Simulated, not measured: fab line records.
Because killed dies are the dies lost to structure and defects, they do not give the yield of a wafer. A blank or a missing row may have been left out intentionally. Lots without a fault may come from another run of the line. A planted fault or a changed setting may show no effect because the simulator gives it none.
fab line records + flow nand_harc
record
- lots=11
- wafers=33
- last_day=33
route steps=1302 shown P_START@1 P_STI@88 P_GATE@156 END@1302
lots untouched by any fault: they come from a run of this same line in which no faults occurred
start_h: hours from the record's opening day to when the first of the lot's shown wafers began + wait_h: hours from the lot's prior step to this one + " repeats the value in the row above + L1.1+2: a row that stands for several wafers + - no value, or no start given + * or withheld: withheld + < > ~ a bound
route shown NAME@n: NAME is a module with steps in the file, n the number in the route of the first one + usual: mean/standard deviation taken from wafers without a fault + same: alike in all rows + chamber/n: place in a boat + sites: the reading at each site + _std_site: their standard deviation + _edge_site: inner sites' mean taken away from outer sites' mean + radius_mm: for every site, how far away it sits from the centre of the wafer + mask NAME#n: copy n + behind: the most recent tool/chamber to have shaped the wafer + hold: what put the lot on hold/how long, in hours/how the hold closed + device: transistor that didn't switch, given as n, p or np + end of line: the tests these same wafers got at the end of their route + a step with no rows: only its recipe + killed: count of dies lost to structure and defects at first sort (not the wafer's yield) + map: a wafer's dies, marking killed ones x, the rest . and places with no die _
set.NAME: setting as actually run; set.NAME@STEP: the setting as run at that earlier step + model.NAME: the simulator's own value behind a step, which no gauge read
steps of the route over a sample of lots; a table a step, a row a wafer
services: the hour from which a tool's chamber was out of use, counted from the record's first day as start_h (under 0 if before that day), plus the number of hours and why
## steps
# step NHARC_P_START_INSPECT_01
# usual
- raw_defect_count=3.6/2.2
| lot.wafer | tool              | chamber | start_h | wait_h | raw_defect_count |
|-----------|-------------------|---------|---------|--------|------------------|
| L589.3    | defect_inspect-01 | -       | 20.05   | -      | 1                |
| L589.4    | "                 | -       | "       | "      | 0                |
| L589.5    | "                 | -       | "       | "      | 3                |
| L591.1    | defect_inspect-02 | -       | 40.04   | -      | 3                |
| L591.2    | "                 | -       | "       | "      | 4                |
| L591.5    | "                 | -       | "       | "      | 1                |
| L592.2    | defect_inspect-01 | -       | 50.04   | -      | 3                |
| L592.3    | "                 | -       | "       | "      | 3                |
| L592.4    | "                 | -       | "       | "      | 5                |
| L594.1    | defect_inspect-02 | -       | 70.04   | -      | 4                |
| L594.3    | "                 | -       | "       | "      | 3                |
| L594.4    | "                 | -       | "       | "      | 3                |
| L602.1    | defect_inspect-01 | -       | 150.04  | -      | 2                |
| L602.4    | "                 | -       | "       | "      | 0                |
| L602.5    | "                 | -       | "       | "      | 5                |
| L603.2    | defect_inspect-02 | -       | 160.04  | -      | 2                |
| L603.3    | "                 | -       | "       | "      | 3                |
| L603.6    | "                 | -       | "       | "      | 0                |
| L607.2    | defect_inspect-01 | -       | 200.04  | -      | 4                |
| L607.5    | "                 | -       | "       | "      | 3                |
| L607.6    | "                 | -       | "       | "      | 5                |
| L608.1    | defect_inspect-02 | -       | 210.04  | -      | 0                |
| L608.2    | "                 | -       | "       | "      | 3                |
| L608.5    | "                 | -       | "       | "      | 3                |
| L609.2    | defect_inspect-01 | -       | 220.04  | -      | 5                |
| L609.5    | "                 | -       | "       | "      | 7                |
| L609.6    | "                 | -       | "       | "      | 5                |
| L611.2    | defect_inspect-02 | -       | 240.04  | -      | 1                |
| L611.4    | "                 | -       | "       | "      | 5                |
| L611.6    | "                 | -       | "       | "      | 3                |
| L612.3    | defect_inspect-02 | -       | 250.05  | -      | 3                |
| L612.4    | "                 | -       | "       | "      | 0                |
| L612.5    | "                 | -       | "       | "      | 3                |
# step NHARC_P_STI_ETCH_42
# recipe
- target_depth_a=800
- overetch_a=240
- time_s=61
- ion_energy_ev=200
- n2_flow_sccm=150
- h2_flow_sccm=150
- ar_flow_sccm=0
- rf_w=400
- bias_w=150
- chemistry=N2/H2
# usual
- chamber_pressure_mTorr=30.000/0.027
- drypump_motor_current_A=5.6/0.53
- oes_product_au=0.996/0.014
- rf_vpp_V=430.2/2.3
- showerhead_plenum_p_Torr=2.03/0.082
- throttle_valve_pct=14.171/0.0087
| lot.wafer | tool        | chamber | start_h | wait_h | chamber_pressure_mTorr | drypump_motor_current_A | oes_product_au | rf_hours_counter_h | rf_vpp_V | showerhead_plenum_p_Torr | throttle_valve_pct |
|-----------|-------------|---------|---------|--------|------------------------|-------------------------|----------------|--------------------|----------|--------------------------|--------------------|
| L589.4    | rie_diel-04 | 3       | 49.03   | 0.1    | 29.994                 | 6.1                     | 0.987          | 2                  | 427.4    | 1.94                     | 14.180             |
| L589.3    | "           | 1       | "       | "      | 30.006                 | 5.7                     | 1.009          | 2                  | 433.3    | 2.20                     | 14.176             |
| L589.5    | "           | 0       | "       | "      | 29.987                 | 4.9                     | 1.002          | -                  | 428.7    | 1.98                     | 14.155             |
| L591.2    | rie_diel-04 | 1       | 62.95   | 0.1    | 29.986                 | 5.7                     | 1.000          | 3                  | 435.2    | 2.20                     | 14.149             |
| L591.1    | "           | 2       | "       | "      | 30.003                 | 6.0                     | 1.010          | 3                  | 429.0    | 1.94                     | 14.154             |
| L591.5    | "           | 1       | "       | "      | 29.988                 | 5.7                     | 1.008          | -                  | 434.6    | 2.20                     | 14.181             |
| L592.2    | rie_diel-12 | 0       | 73.38   | 0.1    | 30.010                 | 5.0                     | 0.988          | 7                  | 429.4    | 1.99                     | 14.163             |
| L592.3    | "           | 1       | "       | "      | 29.963                 | 5.9                     | 1.025          | 7                  | 432.0    | 2.10                     | 14.177             |
| L592.4    | "           | 2       | "       | "      | 30.019                 | 4.9                     | 1.002          | 7                  | 429.5    | 2.03                     | 14.167             |
| L594.3    | rie_diel-11 | 2       | 94.81   | 0.1    | 29.997                 | 6.4                     | 0.993          | 1                  | 430.5    | 2.08                     | 14.175             |
| L594.1    | "           | 3       | "       | "      | 29.995                 | 5.7                     | 1.007          | 0                  | 434.6    | 2.19                     | 14.177             |
| L594.4    | "           | 0       | "       | "      | 30.011                 | 6.6                     | 0.988          | 0                  | 427.8    | 1.96                     | 14.185             |
| L602.1    | rie_diel-12 | 0       | 173.20  | 0.1    | 30.040                 | 5.0                     | 0.974          | 4                  | 429.7    | 1.98                     | 14.162             |
| L602.4    | "           | 3       | "       | "      | 29.983                 | 6.0                     | 1.004          | 4                  | 431.0    | 2.05                     | 14.176             |
| L602.5    | "           | 1       | "       | "      | 30.027                 | 5.8                     | 1.001          | -                  | 433.8    | 2.10                     | 14.176             |
| L603.2    | rie_diel-11 | 2       | 183.88  | 0.1    | 30.014                 | 6.4                     | 1.017          | 7                  | 432.0    | 2.08                     | 14.173             |
| L603.3    | "           | 0       | "       | "      | 30.009                 | 6.6                     | 0.984          | 7                  | 428.0    | 1.96                     | 14.165             |
| L603.6    | "           | 1       | "       | "      | 29.926                 | 5.8                     | 0.994          | -                  | 427.2    | 1.91                     | 14.180             |
| L607.2    | rie_diel-12 | 2       | 225.17  | 0.1    | 30.000                 | 4.8                     | 1.001          | 5                  | 429.8    | 2.03                     | 14.164             |
| L607.5    | "           | 0       | "       | "      | 30.013                 | 5.0                     | 0.974          | -                  | 428.5    | 1.98                     | 14.162             |
| L607.6    | "           | 3       | "       | "      | 30.021                 | 6.0                     | 0.984          | -                  | 431.2    | 2.05                     | 14.168             |
| L608.2    | rie_diel-11 | 1       | 237.82  | 0.1    | 29.983                 | 5.8                     | 0.996          | 11                 | 427.3    | 1.91                     | 14.171             |
| L608.1    | "           | 2       | "       | "      | 30.043                 | 6.4                     | 1.010          | 11                 | 431.2    | 2.08                     | 14.161             |
| L608.5    | "           | 0       | "       | "      | 29.972                 | 6.6                     | 0.995          | -                  | 427.1    | 1.96                     | 14.175             |
| L609.2    | rie_diel-12 | 2       | 247.94  | 0.1    | 29.961                 | 4.8                     | 1.007          | 7                  | 429.5    | 2.02                     | 14.160             |
| L609.6    | "           | 2       | "       | "      | 30.076                 | 4.8                     | 1.000          | -                  | 431.7    | 2.02                     | 14.177             |
| L609.5    | "           | 3       | "       | "      | 29.997                 | 6.0                     | 0.984          | -                  | 431.0    | 2.05                     | 14.183             |
| L611.2    | rie_diel-11 | 3       | 264.81  | 0.1    | 30.004                 | 5.6                     | 1.012          | 0                  | 436.1    | 2.19                     | 14.185             |
| L611.4    | "           | 1       | "       | "      | 29.999                 | 5.8                     | 1.013          | 0                  | 425.6    | 1.91                     | 14.164             |
| L611.6    | "           | 3       | "       | "      | 30.021                 | 5.6                     | 1.002          | -                  | 433.7    | 2.19                     | 14.176             |
| L612.3    | rie_diel-04 | 0       | 273.21  | 0.1    | 30.001                 | 4.9                     | 1.006          | 6                  | 428.4    | 1.98                     | 14.179             |
| L612.4    | "           | 2       | "       | "      | 29.995                 | 5.9                     | 0.982          | 5                  | 427.1    | 1.94                     | 14.171             |
| L612.5    | "           | 1       | "       | "      | 29.978                 | 5.7                     | 0.993          | -                  | 434.8    | 2.20                     | 14.166             |
# step NHARC_P_GATE_ETCHBACK_37
# recipe
- target_depth_a=345
- time_s=17.2
- chf3_flow_sccm=50
- o2_flow_sccm=10
- ar_flow_sccm=200
- rf_w=500
- bias_w=200
- chemistry=CHF3/O2
# usual
- chamber_pressure_mTorr=25.001/0.021
- drypump_motor_current_A=6.1/0.44
- oes_product_au=0.938/0.028
- rf_vpp_V=370.2/2.1
- showerhead_plenum_p_Torr=2.38/0.094
- throttle_valve_pct=20.573/0.009
| lot.wafer | tool        | chamber | start_h | wait_h | chamber_pressure_mTorr | drypump_motor_current_A | oes_product_au | rf_hours_counter_h | rf_vpp_V | showerhead_plenum_p_Torr | throttle_valve_pct |
|-----------|-------------|---------|---------|--------|------------------------|-------------------------|----------------|--------------------|----------|--------------------------|--------------------|
| L589.4    | rie_diel-06 | 0       | -       | -      | 25.018                 | 6.4                     | 0.926          | 7                  | 367.6    | 2.27                     | 20.556             |
| L589.3    | "           | 1       | "       | "      | 24.991                 | 5.5                     | 0.917          | 6                  | 365.9    | 2.27                     | 20.575             |
| L589.5    | "           | 1       | "       | "      | 25.000                 | 5.5                     | 0.924          | -                  | 367.3    | 2.27                     | 20.579             |
| L591.1    | rie_diel-06 | 3       | -       | -      | 24.971                 | 6.6                     | 0.923          | 10                 | 372.0    | 2.42                     | 20.573             |
| L591.2    | "           | 1       | "       | "      | 25.002                 | 5.5                     | 0.929          | 6                  | 367.2    | 2.27                     | 20.577             |
| L591.5    | "           | 2       | "       | "      | 25.033                 | 6.7                     | 0.930          | -                  | 369.3    | 2.34                     | 20.576             |
| L592.4    | rie_diel-13 | 3       | -       | -      | 24.971                 | 5.7                     | 0.999          | 13                 | 369.2    | 2.39                     | 20.585             |
| L592.3    | "           | 0       | "       | "      | 25.021                 | 6.5                     | 0.995          | 12                 | 372.5    | 2.50                     | 20.579             |
| L592.2    | "           | 2       | "       | "      | 25.028                 | 5.9                     | 1.008          | 12                 | 367.9    | 2.34                     | 20.580             |
| L594.3    | rie_diel-13 | 1       | -       | -      | 25.010                 | 6.0                     | 0.905          | 12                 | 372.9    | 2.55                     | 20.562             |
| L594.4    | "           | 3       | "       | "      | 24.974                 | 5.7                     | 0.915          | 14                 | 371.1    | 2.39                     | 20.571             |
| L594.1    | "           | 0       | "       | "      | 24.976                 | 6.5                     | 0.908          | 14                 | 374.0    | 2.50                     | 20.567             |
| L602.1    | rie_diel-13 | 0       | -       | -      | 25.031                 | 6.5                     | 0.923          | 4                  | 373.5    | 2.50                     | 20.563             |
| L602.4    | "           | 1       | "       | "      | 25.025                 | 6.0                     | 0.944          | 4                  | 373.5    | 2.55                     | 20.575             |
| L602.5    | "           | 2       | "       | "      | 24.983                 | 5.9                     | 0.924          | -                  | 369.3    | 2.34                     | 20.559             |
| L603.3    | rie_diel-13 | 3       | -       | -      | 24.989                 | 5.7                     | 0.915          | 4                  | 371.0    | 2.39                     | 20.584             |
| L603.2    | "           | 0       | "       | "      | 24.991                 | 6.5                     | 0.946          | 5                  | 372.2    | 2.50                     | 20.582             |
| L603.6    | "           | 3       | "       | "      | 25.023                 | 5.7                     | 0.912          | -                  | 370.1    | 2.39                     | 20.577             |
| L607.2    | rie_diel-06 | 3       | -       | -      | 24.992                 | 6.7                     | 0.913          | 10                 | 371.7    | 2.41                     | 20.567             |
| L607.6    | "           | 3       | "       | "      | 25.054                 | 6.7                     | 0.918          | -                  | 370.2    | 2.41                     | 20.578             |
| L607.5    | "           | 0       | "       | "      | 25.037                 | 6.4                     | 0.906          | -                  | 367.8    | 2.27                     | 20.566             |
| L608.1    | rie_diel-06 | 1       | -       | -      | 25.037                 | 5.5                     | 0.983          | 9                  | 367.6    | 2.26                     | 20.586             |
| L608.2    | "           | 0       | "       | "      | 24.990                 | 6.4                     | 0.971          | 11                 | 367.3    | 2.27                     | 20.560             |
| L608.5    | "           | 1       | "       | "      | 25.008                 | 5.5                     | 0.984          | -                  | 368.3    | 2.26                     | 20.573             |
| L609.2    | rie_diel-08 | 3       | -       | -      | 24.998                 | 5.6                     | 0.998          | 8                  | 367.5    | 2.28                     | 20.586             |
| L609.5    | "           | 0       | "       | "      | 25.013                 | 6.1                     | 0.990          | -                  | 373.9    | 2.53                     | 20.571             |
| L609.6    | "           | 1       | "       | "      | 24.993                 | 5.8                     | 1.000          | -                  | 368.4    | 2.32                     | 20.580             |
| L611.4    | rie_diel-13 | 2       | -       | -      | 24.992                 | 5.9                     | 0.940          | 8                  | 368.7    | 2.34                     | 20.578             |
| L611.2    | "           | 3       | "       | "      | 24.972                 | 5.7                     | 0.911          | 7                  | 371.7    | 2.39                     | 20.576             |
| L611.6    | "           | 1       | "       | "      | 25.007                 | 5.9                     | 0.952          | -                  | 373.6    | 2.55                     | 20.574             |
| L612.3    | rie_diel-13 | 3       | -       | -      | 24.954                 | 5.7                     | 0.922          | 8                  | 370.6    | 2.39                     | 20.579             |
| L612.4    | "           | 1       | "       | "      | 25.035                 | 6.0                     | 0.950          | 8                  | 374.7    | 2.55                     | 20.565             |
| L612.5    | "           | 0       | "       | "      | 24.996                 | 6.5                     | 0.943          | -                  | 372.9    | 2.50                     | 20.557             |
# step NHARC_P_GATE_EXPOSE_43
# recipe
- na=0.6
- target_cd_nm=720
- dose_mj=14.81
- mask_id=P_NSD
# usual
- focus_offset_nm=0.0/0.56
- reticle_temp_C=22.98/0.096
| lot.wafer | tool           | chamber | start_h | wait_h | mask    | focus_offset_nm | reticle_temp_C |
|-----------|----------------|---------|---------|--------|---------|-----------------|----------------|
| L589.3    | krf_scanner-01 | 0       | 114.43  | -      | P_NSD#0 | 1.1             | 23.06          |
| L589.4    | "              | 0       | "       | "      | P_NSD#0 | -0.1            | 23.10          |
| L589.5    | "              | 0       | "       | "      | P_NSD#0 | -0.8            | 23.06          |
| L591.1    | krf_scanner-02 | 0       | 128.33  | -      | P_NSD#0 | -0.3            | 22.90          |
| L591.2    | "              | 0       | "       | "      | P_NSD#0 | -0.6            | 22.97          |
| L591.5    | "              | 0       | "       | "      | P_NSD#0 | -0.4            | 22.98          |
| L592.2    | krf_scanner-02 | 0       | 141.97  | -      | P_NSD#0 | -0.9            | 22.84          |
| L592.3    | "              | 0       | "       | "      | P_NSD#0 | 0.1             | 23.02          |
| L592.4    | "              | 0       | "       | "      | P_NSD#0 | -0.5            | 22.82          |
| L594.1    | krf_scanner-01 | 0       | 161.57  | -      | P_PSD#0 | -0.2            | 22.72          |
| L594.3    | "              | 0       | "       | "      | P_PSD#0 | 0.5             | 22.94          |
| L594.4    | "              | 0       | "       | "      | P_PSD#0 | -0.1            | 22.86          |
| L602.1    | krf_scanner-02 | 0       | 235.51  | -      | P_NSD#0 | -0.4            | 23.03          |
| L602.4    | "              | 0       | "       | "      | P_NSD#0 | -0.4            | 23.19          |
| L602.5    | "              | 0       | "       | "      | P_NSD#0 | -0.8            | 23.06          |
| L603.2    | krf_scanner-01 | 0       | 259.47  | -      | P_NSD#0 | 0.9             | 22.80          |
| L603.3    | "              | 0       | "       | "      | P_NSD#0 | 0.1             | 22.99          |
| L603.6    | "              | 0       | "       | "      | P_NSD#0 | 0.3             | 22.83          |
| L607.2    | krf_scanner-01 | 0       | 289.03  | -      | P_NSD#0 | 0.5             | 22.89          |
| L607.5    | "              | 0       | "       | "      | P_NSD#0 | -0.1            | 22.91          |
| L607.6    | "              | 0       | "       | "      | P_NSD#0 | 0.9             | 22.91          |
| L608.1    | krf_scanner-03 | 0       | 301.55  | -      | P_NSD#0 | -0.3            | 23.11          |
| L608.2    | "              | 0       | "       | "      | P_NSD#0 | 0.1             | 22.99          |
| L608.5    | "              | 0       | "       | "      | P_NSD#0 | -0.5            | 22.97          |
| L609.2    | krf_scanner-03 | 0       | 316.87  | -      | P_NSD#0 | -0.7            | 22.93          |
| L609.5    | "              | 0       | "       | "      | P_NSD#0 | 0.0             | 22.99          |
| L609.6    | "              | 0       | "       | "      | P_NSD#0 | -1.0            | 23.02          |
| L611.2    | krf_scanner-02 | 0       | 325.31  | -      | P_NSD#0 | 0.2             | 23.00          |
| L611.4    | "              | 0       | "       | "      | P_NSD#0 | -0.8            | 23.06          |
| L611.6    | "              | 0       | "       | "      | P_NSD#0 | -0.3            | 23.07          |
| L612.3    | krf_scanner-01 | 0       | 335.34  | -      | P_NSD#0 | 0.3             | 23.10          |
| L612.4    | "              | 0       | "       | "      | P_NSD#0 | 0.2             | 23.05          |
| L612.5    | "              | 0       | "       | "      | P_NSD#0 | -0.1            | 23.11          |
# step NHARC_P_GATE_CD_MEAS_46
# recipe
- target_cd_nm=720
- landing_energy_ev=500
# usual
- cd_nm=720.2/1.8
| lot.wafer | tool      | chamber | start_h | wait_h | cd_nm |
|-----------|-----------|---------|---------|--------|-------|
| L589.3    | cd_sem-03 | 0       | 114.58  | -      | 719.0 |
| L589.4    | "         | 0       | "       | "      | 720.7 |
| L589.5    | "         | 0       | "       | "      | 718.3 |
| L591.1    | cd_sem-02 | 0       | 128.49  | -      | 719.2 |
| L591.2    | "         | 0       | "       | "      | 720.1 |
| L591.5    | "         | 0       | "       | "      | 722.3 |
| L592.2    | cd_sem-01 | 0       | 142.13  | -      | 718.6 |
| L592.3    | "         | 0       | "       | "      | 720.4 |
| L592.4    | "         | 0       | "       | "      | 720.7 |
| L594.1    | cd_sem-01 | 0       | 161.72  | -      | -     |
| L594.3    | "         | 0       | "       | "      | -     |
| L594.4    | "         | 0       | "       | "      | -     |
| L602.1    | cd_sem-02 | 0       | 235.66  | -      | 722.9 |
| L602.4    | "         | 0       | "       | "      | 723.5 |
| L602.5    | "         | 0       | "       | "      | 722.2 |
| L603.2    | cd_sem-03 | 0       | 259.62  | -      | 723.6 |
| L603.3    | "         | 0       | "       | "      | 720.4 |
| L603.6    | "         | 0       | "       | "      | 720.7 |
| L607.2    | cd_sem-01 | 0       | 289.20  | -      | 720.5 |
| L607.5    | "         | 0       | "       | "      | 723.1 |
| L607.6    | "         | 0       | "       | "      | 717.8 |
| L608.1    | cd_sem-02 | 0       | 301.70  | -      | 720.5 |
| L608.2    | "         | 0       | "       | "      | 721.6 |
| L608.5    | "         | 0       | "       | "      | 718.1 |
| L609.2    | cd_sem-02 | 0       | 317.03  | -      | 719.3 |
| L609.5    | "         | 0       | "       | "      | 718.5 |
| L609.6    | "         | 0       | "       | "      | 716.1 |
| L611.2    | cd_sem-03 | 0       | 325.47  | -      | 721.2 |
| L611.4    | "         | 0       | "       | "      | 721.3 |
| L611.6    | "         | 0       | "       | "      | 720.2 |
| L612.3    | cd_sem-01 | 0       | 335.50  | -      | 717.6 |
| L612.4    | "         | 0       | "       | "      | 718.9 |
| L612.5    | "         | 0       | "       | "      | 720.3 |
# step NHARC_END_SORT_01
# recipe
- temp_c=25
# usual
- killed_at_array=58/22
- killed_at_other=1.0/1.3
- killed_at_periphery=5/3.4
- killed_dies=64/22
- killed_open=3.6/1.8
- killed_short=2.4/1.7
# same
- gross_dies=677
| lot.wafer | tool      | chamber | start_h | wait_h | killed_at_array | killed_at_other | killed_at_periphery | killed_dies | killed_open | killed_short |
|-----------|-----------|---------|---------|--------|-----------------|-----------------|---------------------|-------------|-------------|--------------|
| L594.1    | prober-01 | 0       | 630.86  | 2.5    | 34              | 4               | 639                 | 677         | 8           | 1            |
| L594.3    | prober-01 | 0       | 632.47  | 3.1    | 27              | 2               | 648                 | 677         | 6           | 2            |
| L594.4    | prober-01 | 0       | 633.27  | 3.4    | 34              | 0               | 643                 | 677         | 4           | 3            |
# killed by level:class
L594.1 P_GATE:area_expose=635 A_CHANNEL_HOLE_D2:chamber_film_flake=11 A_CONTACT:chamber_film_flake=6 THIN_TSV:chamber_film_flake=4 A_STAIRCASE:chamber_film_flake=4 A_DECK1_JOINT:geometric_particle:open=2 A_CHANNEL_HOLE_D1:chamber_film_flake=2 A_DECK1_JOINT:chamber_film_flake=2
L594.3 P_GATE:area_expose=640 A_CHANNEL_HOLE_D2:chamber_film_flake=13 A_CHANNEL_HOLE_D1:chamber_film_flake=4 A_CONTACT:chamber_film_flake=4 P_STI:chamber_film_flake=3 P_GATE:geometric_particle:open=2 P_ZERO_WELL:chamber_film_flake=2 A_STAIRCASE:chamber_film_flake=2
L594.4 P_GATE:area_expose=640 A_CHANNEL_HOLE_D2:chamber_film_flake=16 A_STAIRCASE:chamber_film_flake=5 A_CONTACT:chamber_film_flake=5 A_CHANNEL_HOLE_D1:chamber_film_flake=2 A_CHANNEL_FILL_D2:geometric_particle:open=1 P_GATE:geometric_particle:short=1 P_CONTACT:geometric_particle:open=1
## services
| tool           | chamber | start_h | hours | kind   |
|----------------|---------|---------|-------|--------|
| rie_diel-11    | 3       | 31.05   | 6.8   | repair |
| rie_diel-11    | 0       | 42.35   | 3.2   | repair |
| rie_diel-06    | 0       | 44.23   | 6.1   | repair |
| rie_diel-13    | 0       | 72.60   | 2.1   | repair |
| rie_diel-11    | -       | 78.50   | 9.0   | pm     |
| rie_diel-13    | 1       | 80.47   | 8.1   | repair |
| rie_diel-12    | -       | 91.40   | 9.0   | pm     |
| krf_scanner-02 | -       | 94.00   | 4.0   | pm     |
| rie_diel-13    | 2       | 95.00   | 9.2   | repair |
| rie_diel-13    | -       | 122.65  | 2.1   | repair |
| rie_diel-11    | -       | 130.17  | 10.4  | repair |
| rie_diel-06    | -       | 130.20  | 9.0   | pm     |
| rie_diel-12    | 2       | 133.22  | 8.8   | repair |
| krf_scanner-01 | -       | 135.74  | 2.4   | repair |
| krf_scanner-01 | -       | 140.00  | 4.0   | pm     |
| rie_diel-13    | 2       | 156.02  | 1.6   | repair |
| rie_diel-13    | -       | 165.04  | 9.0   | pm     |
| rie_diel-13    | 3       | 184.78  | 24.1  | repair |
| krf_scanner-02 | -       | 185.57  | 1.2   | repair |
| rie_diel-06    | 0       | 203.88  | 3.9   | repair |
| rie_diel-12    | 0       | 204.48  | 8.7   | repair |
| krf_scanner-01 | -       | 240.48  | 0.4   | repair |
| rie_diel-13    | 1       | 256.32  | 3.7   | repair |
| krf_scanner-01 | -       | 312.00  | 4.0   | pm     |
## key
first_sign
- step=NHARC_P_GATE_EXPOSE_43
- reading=mask
- direction=changed
effect
- step=NHARC_P_GATE_CD_MEAS_46
- reading=cd_nm
- direction=missing
effect
- step=NHARC_END_SORT_01
- reading=killed_at_periphery
- direction=up
- sigmas=99+
- usual=5
- struck=643
more_kills_born_at
- NHARC_P_GATE_EXPOSE_43@krf_scanner-01=1915
met_at NHARC_P_GATE_EXPOSE_43
struck_lots L594
later_rows_left_out L594.1,L594.3,L594.4
tester_left_out L594
not_acting_at NHARC_P_START_INSPECT_01,NHARC_P_STI_ETCH_42,NHARC_P_GATE_ETCHBACK_37
onset_between 114.43 161.57
fault
- kind=wrong_mask
- tool=any
- chamber=-
- onset_h=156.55
- steps=NHARC_P_GATE_EXPOSE_43
- aux_copy=P_PSD#0
- scope=struck_lots_only
# tester_left_out: of these lots the tester's yield and bins aren't shown, on N5 and GAA mostly nor the transistor test; their killed dies are dies lost to structure and defects alone, not to doping, threshold or leakage, so they don't give the yield
# later_rows_left_out: the simulator's readings of these wafers behind a module that went badly wrong aren't trusted and aren't shown, but for the sort
